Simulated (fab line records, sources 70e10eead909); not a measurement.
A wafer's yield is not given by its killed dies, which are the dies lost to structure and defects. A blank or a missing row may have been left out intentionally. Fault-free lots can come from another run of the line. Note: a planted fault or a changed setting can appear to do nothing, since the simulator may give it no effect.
fab line records -- flow nandHarc
[record] lots = 13, wafers = 39, lastDay = 34
route steps=1302 shown A_BLC@1130 HYBRID_BOND@1243 THIN_TSV@1268 END@1302
lots that met no fault: taken from a fault-free run of the same line
startH: the number of hours between the record's first day and the start of the first shown wafer of the lot -- waitH: time in hours since the lot's previous step -- " same as the row above -- L1.1+2: one row covering several wafers at once -- - either no value or no given start -- * or withheld: withheld -- < > ~ a bound
route shown NAME@n: NAME is a module with steps in the file, n the number in the route of the first one -- usual: average and standard deviation across the fault-free wafers -- same: alike in all rows -- chamber/n: place in a boat -- sites: readings site by site -- _std_site: standard deviation across them -- _edge_site: outer sites' mean less inner sites' -- radiusMm: for every site, how far away it sits from the centre of the wafer -- mask NAME#n: copy n -- behind: the last tool/chamber to shape the wafer -- hold: the reason the lot was held/the length of the hold in hours/how it ended -- device: the transistor (n, p or np) that didn't switch -- end of line: the tests these same wafers got at the end of their route -- step lacking rows: just its recipe -- killed: not the wafer's yield, but the dies lost to structure and defects at the first sort -- map: a wafer's dies, marking killed ones x, the rest . and places with no die _
set.NAME: setting as actually run; set.NAME@STEP: the setting as run at that earlier step -- model.NAME: the simulator's own value behind a step, which no gauge read
one table for each step of the route and one row for each wafer, over a sample of lots
services: when a tool's chamber went out of use (startH, in hours from the record's first day, below 0 if earlier), for how many hours, and the reason
[[steps]]
[step NHARC_A_BLC_PVD_32]
[recipe] targetThkA = 50, chamberPressurePa = 5, powerW = 5000, substrateTempC = 200, timeS = 17.7, material = Ti
[usual] chamberPressurePa = 5.001/0.01, throttleValvePct = 29.8/0.96
lot.wafer,tool,chamber,startH,waitH,chamberPressurePa,throttleValvePct
L309.2,pvdSputter-01,-,524.62,-,5.016,29.6
L309.5,pvdSputter-01,-,524.62,-,5.002,29.2
L309.6,pvdSputter-01,-,524.62,-,4.997,29.6
L311.3,pvdSputter-03,-,548.97,-,5.016,29.9
L311.4,pvdSputter-03,-,548.97,-,4.992,30.3
L311.6,pvdSputter-03,-,548.97,-,5.001,30.9
L315.3,pvdSputter-01,-,558.40,-,4.997,29.8
L315.5,pvdSputter-01,-,558.40,-,4.990,29.2
L315.6,pvdSputter-01,-,558.40,-,5.015,29.2
L314.2,pvdSputter-03,-,560.56,-,4.995,29.2
L314.6,pvdSputter-03,-,560.56,-,5.018,30.0
L314.5,pvdSputter-03,-,560.56,-,5.017,30.9
L317.4,pvdSputter-03,-,586.59,-,5.011,30.2
L317.1,pvdSputter-03,-,586.59,-,5.003,30.4
L317.6,pvdSputter-03,-,586.59,-,4.992,28.5
L316.2,pvdSputter-01,-,593.07,-,5.009,28.7
L316.3,pvdSputter-01,-,593.07,-,4.980,29.0
L316.5,pvdSputter-01,-,593.07,-,5.000,28.8
L320.4,pvdSputter-03,-,639.68,-,4.992,31.1
L320.2,pvdSputter-03,-,639.68,-,4.990,30.4
L320.6,pvdSputter-03,-,639.68,-,4.987,30.0
L321.1,pvdSputter-03,-,640.39,-,5.005,28.6
L321.3,pvdSputter-03,-,640.39,-,5.013,30.1
L321.4,pvdSputter-03,-,640.39,-,5.003,30.6
L324.4,pvdSputter-01,-,679.28,-,4.993,28.9
L324.6,pvdSputter-01,-,679.28,-,5.015,28.5
L324.5,pvdSputter-01,-,679.28,-,5.011,28.7
L329.4,pvdSputter-01,-,729.86,-,5.012,28.8
L329.5,pvdSputter-01,-,729.86,-,4.995,29.0
L329.6,pvdSputter-01,-,729.86,-,4.995,28.8
L330.3,pvdSputter-03,-,738.89,-,4.995,30.2
L330.2,pvdSputter-03,-,738.89,-,4.989,31.3
L330.6,pvdSputter-03,-,738.89,-,4.999,30.4
L332.3,pvdSputter-02,-,751.48,-,5.009,29.8
L332.4,pvdSputter-02,-,751.48,-,4.996,30.0
L332.6,pvdSputter-02,-,751.48,-,4.985,30.9
L331.4,pvdSputter-02,-,770.20,-,5.015,29.9
L331.3,pvdSputter-02,-,770.20,-,4.996,31.3
L331.5,pvdSputter-02,-,770.20,-,5.009,31.1
[step NHARC_HYBRID_BOND_INSPECT_06]
[recipe] inspectInstrument = irVoid
[usual] rawDefectCount = 89/39
lot.wafer,tool,chamber,startH,waitH,rawDefectCount
L309.2,defectInspect-02,-,550.01,0.1,22
L309.5,defectInspect-02,-,550.01,0.1,16
L309.6,defectInspect-02,-,550.01,0.1,18
L311.3,defectInspect-01,-,573.45,0.1,72
L311.4,defectInspect-01,-,573.45,0.1,78
L311.6,defectInspect-01,-,573.45,0.1,75
L314.2,defectInspect-02,-,585.35,0.1,109
L314.5,defectInspect-02,-,585.35,0.1,103
L314.6,defectInspect-02,-,585.35,0.1,116
L315.3,defectInspect-01,-,585.35,0.1,81
L315.5,defectInspect-01,-,585.35,0.1,74
L315.6,defectInspect-01,-,585.35,0.1,82
L317.1,defectInspect-02,-,611.93,0.0,107
L317.4,defectInspect-02,-,611.93,0.0,104
L317.6,defectInspect-02,-,611.93,0.0,120
L316.2,defectInspect-02,-,617.38,0.1,124
L316.3,defectInspect-02,-,617.38,0.1,132
L316.5,defectInspect-02,-,617.38,0.1,124
L324.4,defectInspect-02,-,702.19,0.1,129
L324.5,defectInspect-02,-,702.19,0.1,115
L324.6,defectInspect-02,-,702.19,0.1,103
L329.4,defectInspect-01,-,759.41,0.1,115
L329.5,defectInspect-01,-,759.41,0.1,128
L329.6,defectInspect-01,-,759.41,0.1,120
L330.2,defectInspect-02,-,764.67,0.1,108
L330.3,defectInspect-02,-,764.67,0.1,82
L330.6,defectInspect-02,-,764.67,0.1,97
L332.3,defectInspect-02,-,777.12,0.1,117
L332.4,defectInspect-02,-,777.12,0.1,125
L332.6,defectInspect-02,-,777.12,0.1,98
L331.3,defectInspect-01,-,795.83,0.1,23
L331.4,defectInspect-01,-,795.83,0.1,24
L331.5,defectInspect-01,-,795.83,0.1,17
[step NHARC_THIN_TSV_ETCHBACK_48]
[recipe] targetDepthA = 10285, overEtchFrac = 0.3, timeS = 405.17, ionEnergyEv = 250, c4f8FlowSccm = withheld, arFlowSccm = withheld, rfW = 600, biasW = 300, chemistry = C4F8/Ar
[usual] oesProductAu = 0.95/0.033, rfVppV = 547/3.6
lot.wafer,tool,chamber,startH,waitH,oesProductAu,rfHoursCounterH,rfVppV
L309.2,rieDiel-07,0,554.98,-,0.92,3.1,551
L309.6,rieDiel-07,3,554.98,-,0.92,-,542
L309.5,rieDiel-07,0,554.98,-,0.93,-,552
L311.3,rieDiel-01,1,578.42,-,1.01,0.3,550
L311.4,rieDiel-01,3,578.42,-,0.99,0.4,552
L311.6,rieDiel-01,2,578.42,-,1.01,-,543
L315.3,rieDiel-07,2,590.28,-,0.93,6.9,548
L315.5,rieDiel-07,2,590.28,-,0.92,-,546
L315.6,rieDiel-07,3,590.28,-,0.92,-,542
L314.2,rieDiel-07,1,591.52,-,0.92,7.6,543
L314.5,rieDiel-07,0,591.52,-,0.94,-,551
L314.6,rieDiel-07,1,591.52,-,0.93,-,545
L317.1,rieDiel-01,3,617.25,-,0.94,3.8,550
L317.4,rieDiel-01,1,617.25,-,0.95,-,549
L317.6,rieDiel-01,3,617.25,-,0.94,-,552
L316.3,rieDiel-08,2,622.38,-,0.96,4.2,549
L316.2,rieDiel-08,3,622.38,-,0.96,3.8,547
L316.5,rieDiel-08,2,622.38,-,0.96,-,551
L324.4,rieDiel-07,1,707.22,-,0.94,3.1,543
L324.6,rieDiel-07,2,707.22,-,0.90,-,545
L324.5,rieDiel-07,3,707.22,-,0.94,-,540
L329.4,rieDiel-07,3,764.38,-,0.93,5.8,542
L329.6,rieDiel-07,1,764.38,-,0.93,-,544
L329.5,rieDiel-07,2,764.38,-,0.91,-,547
L330.2,rieDiel-01,1,769.83,-,0.94,1.4,549
L330.3,rieDiel-01,2,769.83,-,0.93,1.5,542
L330.6,rieDiel-01,1,769.83,-,0.93,-,548
L332.4,rieDiel-08,2,782.13,-,0.92,2.2,550
L332.3,rieDiel-08,3,782.13,-,0.93,2.5,548
L332.6,rieDiel-08,2,782.13,-,0.91,-,551
L331.4,rieDiel-07,0,800.99,-,0.94,8.6,553
L331.3,rieDiel-07,1,800.99,-,0.93,8.5,543
L331.5,rieDiel-07,3,800.99,-,0.93,-,541
[step NHARC_THIN_TSV_ETCH_59]
[recipe] targetDepthA = 8800, icpW = 900, biasW = 100, Cl2_flow_sccm = 60, bcl3FlowSccm = 30, timeS = 138.1, chemistry = Cl2/BCl3
[usual] drypumpMotorCurrentA = 5.56/0.24, oesProductAu = 0.997/0.0085, throttleValvePct = 22.264/0.0083
lot.wafer,tool,chamber,startH,waitH,drypumpMotorCurrentA,oesProductAu,rfHoursCounterH,throttleValvePct
L309.2,rieMetal-02,0,558.93,0.1,5.66,1.001,1.7,22.262
L309.5,rieMetal-02,1,558.93,0.1,5.56,1.005,-,22.266
L309.6,rieMetal-02,0,558.93,0.1,5.65,1.000,-,22.264
L311.3,rieMetal-03,1,582.43,0.2,5.78,0.993,-,22.260
L311.4,rieMetal-03,0,582.43,0.2,5.21,0.988,-,22.256
L311.6,rieMetal-03,0,582.43,0.2,5.22,0.993,-,22.268
L315.3,rieMetal-03,1,594.21,0.2,5.79,0.997,-,22.250
L315.6,rieMetal-03,0,594.21,0.2,5.22,0.995,-,22.274
L315.5,rieMetal-03,1,594.21,0.2,5.80,1.000,-,22.266
L314.2,rieMetal-02,0,595.42,0.1,5.68,1.007,2.7,22.262
L314.5,rieMetal-02,0,595.42,0.1,5.67,1.003,-,22.270
L314.6,rieMetal-02,1,595.42,0.1,5.59,1.014,-,22.244
L317.1,rieMetal-03,1,621.24,0.2,5.78,0.994,1.3,22.260
L317.4,rieMetal-03,1,621.24,0.2,5.77,0.994,-,22.266
L317.6,rieMetal-03,0,621.24,0.2,5.23,1.006,-,22.264
L316.2,rieMetal-02,1,626.28,0.1,5.57,1.003,3.1,22.254
L316.3,rieMetal-02,0,626.28,0.1,5.65,1.004,-,22.275
L316.5,rieMetal-02,0,626.28,0.1,5.65,0.998,-,22.278
L324.4,rieMetal-02,0,711.00,0.2,5.62,0.989,-,22.264
L324.5,rieMetal-02,0,711.00,0.2,5.64,0.984,-,22.257
L324.6,rieMetal-02,1,711.00,0.2,5.52,1.005,-,22.256
L329.4,rieMetal-03,0,768.38,0.2,5.21,1.009,-,22.254
L329.6,rieMetal-03,1,768.38,0.2,5.76,0.996,-,22.270
L329.5,rieMetal-03,0,768.38,0.2,5.22,1.019,-,22.275
L330.2,rieMetal-01,0,773.79,0.1,5.94,0.988,0.2,22.267
L330.3,rieMetal-01,1,773.79,0.1,5.38,0.985,-,22.269
L330.6,rieMetal-01,1,773.79,0.1,5.36,0.984,-,22.264
L332.4,rieMetal-03,1,786.27,0.2,5.77,0.990,-,22.267
L332.3,rieMetal-03,0,786.27,0.2,5.21,1.006,-,22.242
L332.6,rieMetal-03,0,786.27,0.2,5.21,0.997,-,22.249
L331.3,rieMetal-02,0,804.80,0.2,5.67,1.000,-,22.255
L331.4,rieMetal-02,1,804.80,0.2,5.56,0.996,-,22.277
L331.5,rieMetal-02,0,804.80,0.2,5.70,1.001,-,22.275
[step NHARC_END_SORT_01]
[recipe] tempC = 25
[usual] killedAtArray = 51/18, killedAtOther = 1.0/1.2, killedAtPeriphery = 3.7/2.9, killedDies = 55/19, killedOpen = 3.5/1.9, killedShort = 2.6/1.6
[same] grossDies = 677
lot.wafer,tool,chamber,startH,waitH,killedAtArray,killedAtOther,killedAtPeriphery,killedDies,killedOpen,killedShort
L321.1,prober-02,0,682.92,2.5,671,0,6,677,4,5
L321.3,prober-02,0,684.50,3.1,670,0,7,677,3,2
L321.4,prober-02,0,685.30,3.4,671,0,6,677,4,2
L320.2,prober-01,0,683.72,2.8,677,0,0,677,6,2
L320.4,prober-01,0,685.36,3.4,672,0,5,677,5,2
L320.6,prober-01,0,686.99,4.1,674,0,3,677,3,3
// killed by level:class
L321.1 A_BLC:areaPvd=588 A_SLIT:chamberFilmFlake=30 A_CHANNEL_HOLE_D1:chamberFilmFlake=25 A_CHANNEL_HOLE_D2:chamberFilmFlake=11 P_GATE:chamberFilmFlake=4 A_CHANNEL_FILL_D2:chamberFilmFlake=4 A_STAIRCASE:chamberFilmFlake=3 A_DECK1_JOINT:geometricParticle:open=2
L320.2 A_BLC:areaPvd=648 A_CHANNEL_HOLE_D2:chamberFilmFlake=6 A_STAIRCASE:chamberFilmFlake=6 A_SLIT:chamberFilmFlake=5 A_SOURCE_PLATE:geometricParticle:open=2 A_ONON_D2:geometricParticle:short=2 A_CHANNEL_FILL_D1:geometricParticle:open=1 A_CHANNEL_FILL_D2:geometricParticle:open=1
L321.3 A_BLC:areaPvd=596 A_CHANNEL_HOLE_D1:chamberFilmFlake=36 A_CHANNEL_HOLE_D2:chamberFilmFlake=14 A_SLIT:chamberFilmFlake=10 A_CHANNEL_FILL_D2:chamberFilmFlake=4 A_STAIRCASE:chamberFilmFlake=3 P_ZERO_WELL:chamberFilmFlake=2 P_GATE:chamberFilmFlake=2
L321.4 A_BLC:areaPvd=591 A_SLIT:chamberFilmFlake=27 A_CHANNEL_HOLE_D1:chamberFilmFlake=26 A_CHANNEL_HOLE_D2:chamberFilmFlake=10 P_GATE:chamberFilmFlake=4 A_STAIRCASE:chamberFilmFlake=3 A_SGD_CUT:chamberFilmFlake=3 A_CONTACT:chamberFilmFlake=2
L320.4 A_BLC:areaPvd=646 A_STAIRCASE:chamberFilmFlake=7 A_CONTACT:chamberFilmFlake=6 A_CHANNEL_HOLE_D1:chamberFilmFlake=3 A_CHANNEL_HOLE_D2:chamberFilmFlake=3 P_M1:geometricParticle:open=2 A_ONON_D1:geometricParticle:short=2 P_GATE:chamberFilmFlake=2
L320.6 A_BLC:areaPvd=639 A_CHANNEL_HOLE_D1:chamberFilmFlake=9 A_STAIRCASE:chamberFilmFlake=7 A_CHANNEL_HOLE_D2:chamberFilmFlake=4 A_SLIT:chamberFilmFlake=4 A_DECK1_JOINT:geometricParticle:short=3 P_GATE:chamberFilmFlake=2 A_CHANNEL_FILL_D2:chamberFilmFlake=2
[[services]]
tool,chamber,startH,hours,kind
pvdSputter-03,-,506.13,2.9,repair
rieDiel-07,2,515.71,7.9,repair
pvdSputter-03,-,516.18,1.3,repair
rieMetal-03,-,519.00,9.0,pm
pvdSputter-03,-,526.00,10.0,pm
rieDiel-07,2,526.90,1.2,repair
rieDiel-07,0,541.29,7.0,repair
rieDiel-01,-,557.88,9.0,pm
pvdSputter-03,-,566.01,5.3,repair
rieMetal-02,0,567.38,6.2,repair
pvdSputter-01,-,582.00,10.0,pm
rieDiel-01,2,607.30,20.7,repair
rieDiel-07,2,613.91,6.3,repair
rieDiel-01,-,623.15,1.1,repair
rieMetal-02,-,631.00,9.0,pm
rieDiel-01,-,633.49,0.4,repair
rieMetal-02,0,644.25,15.1,repair
rieDiel-07,-,648.64,9.0,pm
rieDiel-01,3,669.42,4.8,repair
rieMetal-03,-,696.00,9.0,pm
pvdSputter-03,-,704.00,10.0,pm
rieDiel-07,0,712.33,10.1,repair
pvdSputter-01,-,756.44,2.7,repair
pvdSputter-01,-,795.22,2.5,repair
[[key]]
[firstSign] step = NHARC_END_SORT_01, reading = killedAtArray, direction = up, sigmas = 34, usual = 51, struck = 672
[effect] step = NHARC_END_SORT_01, reading = killedDies, direction = up, sigmas = 33, usual = 55, struck = 677
[moreKillsBornAt] NHARC_A_BLC_PVD_32@pvdSputter-03 = 3708
metAt NHARC_A_BLC_PVD_32
struckLots L320,L321
laterRowsLeftOut L320.2,L320.4,L320.6,L321.1,L321.3,L321.4
testerLeftOut L320,L321
notActingAt NHARC_HYBRID_BOND_INSPECT_06,NHARC_THIN_TSV_ETCHBACK_48,NHARC_THIN_TSV_ETCH_59
onsetBetween 586.59 639.68
[fault] kind = processParameterDrift, tool = pvdSputter-03, chamber = -, onsetH = 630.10, steps = NHARC_A_BLC_PVD_32, channel = targetThkA, offset = *, shape = step, endH = 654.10, actsIn = *, stated = *
// testerLeftOut: of these lots the tester's yield and bins aren't shown, on N5 and GAA mostly nor the transistor test; their killed dies are dies lost to structure and defects alone, not to doping, threshold or leakage, so they don't give the yield
// laterRowsLeftOut: the simulator's readings of these wafers behind a module that went badly wrong aren't trusted and aren't shown, but for the sort
